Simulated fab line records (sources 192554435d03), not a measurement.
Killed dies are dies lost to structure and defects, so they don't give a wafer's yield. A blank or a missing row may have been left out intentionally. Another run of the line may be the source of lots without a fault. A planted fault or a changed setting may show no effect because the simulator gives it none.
Struck lot and sound lot, side by side / flow n5_finfet / 21 steps out of a route of 1938
Sound: the wafers L290.1, L290.3, L290.5. Wafers L305.2, L305.5, L305.6 were the ones struck. The cause comes at the end.
At each step with rows: each side's tool, then ch and its chambers, then its first start. Under that, the readings that differ: sound wafers / struck wafers / difference of the means / sigmas: that difference in standard deviations of wafers without a fault.
alike: readings whose means differ by less than 2 such deviations, and words and numbers that are the same on both sides. not compared: withheld readings, readings that some wafer has no value for, bounds like >300 that may hide the same value, and numbers for which the record gives no deviation and whose values overlap.
Wherever a step has rows on one side only, a row that says differs or no value, or a row with sigmas, the two part there. Numbers that don't overlap but have no deviation are shown without sigmas and don't part them. A reading missing from all wafers of one side parts the sides only when that side holds two or more wafers.

first, 9 steps without rows for these wafers: N5_BEOL_M11_EXPOSE_08 (exposes mask M11); N5_BEOL_M11_PEB_09 (peb time 60 s); N5_BEOL_M11_DEVELOP_10 (develop time 30 s); N5_BEOL_M11_DESCUM_16 (chemistry O2, time 7.9 s); N5_BEOL_M11_ETCH_61 (etches SiARC in CF4, target depth 39 nm, time 65 s); N5_BEOL_M11_ETCH_62 (etches SOC in N2/H2, target depth 110 nm, overetch 22 nm, time 165 s); N5_BEOL_M11_STRIP_68 (strips in N2/H2); N5_BEOL_M11_STRIP_67 (strips in CF4); N5_BEOL_M11_HM_OPEN_17 (chemistry Cl2/BCl3, target TiN, target depth 20 nm, overetch 6 nm).
N5_BEOL_M11_STRIP_19: strips in O2.
  sound on rie_diel-06 ch 0,2, day 12 03:59; struck on rie_diel-06 ch 2,3, day 15 19:45
  alike: drypump_motor_current_A, oes_product_au, rf_vpp_V, showerhead_plenum_p_Torr, throttle_valve_pct
  not compared: rf_hours_counter_h
then, 8 steps without rows for these wafers: N5_BEOL_M11_COAT_63 (time 60 s, resist thk 100 nm); N5_BEOL_M11_COAT_64 (time 60 s, resist thk 30 nm); N5_BEOL_M11_COAT_22 (resist thk 90 nm); N5_BEOL_M11_EBR_24; N5_BEOL_M11_SOFTBAKE_23 (time 60 s); N5_BEOL_M11_EXPOSE_25 (exposes mask V10); N5_BEOL_M11_PEB_26 (peb time 60 s); N5_BEOL_M11_DEVELOP_27 (develop time 30 s).
N5_BEOL_M11_INSPECT_30: inspects for defects (brightfield).
  struck on defect_inspect-02, day 15 20:20; sound on defect_inspect-01, day 12 05:53
reading=raw_defect_count; sound=391 375 433; struck=1349 1214 1174; difference=+846; sigmas=+8
then, 1 step without rows for these wafers: N5_BEOL_M11_DESCUM_33 (chemistry O2, time 7.9 s).
-- here the record skips 2 days between the struck wafers' starts before and after, leaving off in module BEOL_M11 and picking up in module PASSIVATION (first step shown: number 1936 of the route) --
N5_PASSIVATION_PROBE_49:
  struck on prober-01, day 17 23:06; sound on prober-01, day 14 02:54
reading=defect_limited_yield (%); sound=91.4 92.0 90.6; struck=80.9 81.6 89.0; difference=-7.5; sigmas=-5
reading=killed_at_M4_up; sound=9 17 16; struck=131 147 46; difference=+94; sigmas=+16
reading=killed_dies; sound=101 94 111; struck=225 217 130; difference=+89; sigmas=+5
reading=killed_on_rim; sound=17 12 18; struck=29 26 26; difference=+11; sigmas=+3
reading=sort_bin_5_function (%); sound=4.7 4.7 5.5; struck=11.9 10.2 7.3; difference=+4.8; sigmas=+4
reading=sort_n_pass; sound=1079 1086 1069; struck=955 963 1050; difference=-89; sigmas=-5
reading=sort_yield_pct (%); sound=91.4 92.0 90.6; struck=80.9 81.6 89.0; difference=-7.5; sigmas=-5
  alike: killed_at_M0_to_M3, killed_at_contacts, killed_at_front_end, killed_at_other, killed_open, killed_short, sort_bin_6_memory

## WHERE THEY PART
Earliest at N5_BEOL_M11_INSPECT_30; latest, in this record, at N5_PASSIVATION_PROBE_49.

WHY: whatever the simulator had introduced
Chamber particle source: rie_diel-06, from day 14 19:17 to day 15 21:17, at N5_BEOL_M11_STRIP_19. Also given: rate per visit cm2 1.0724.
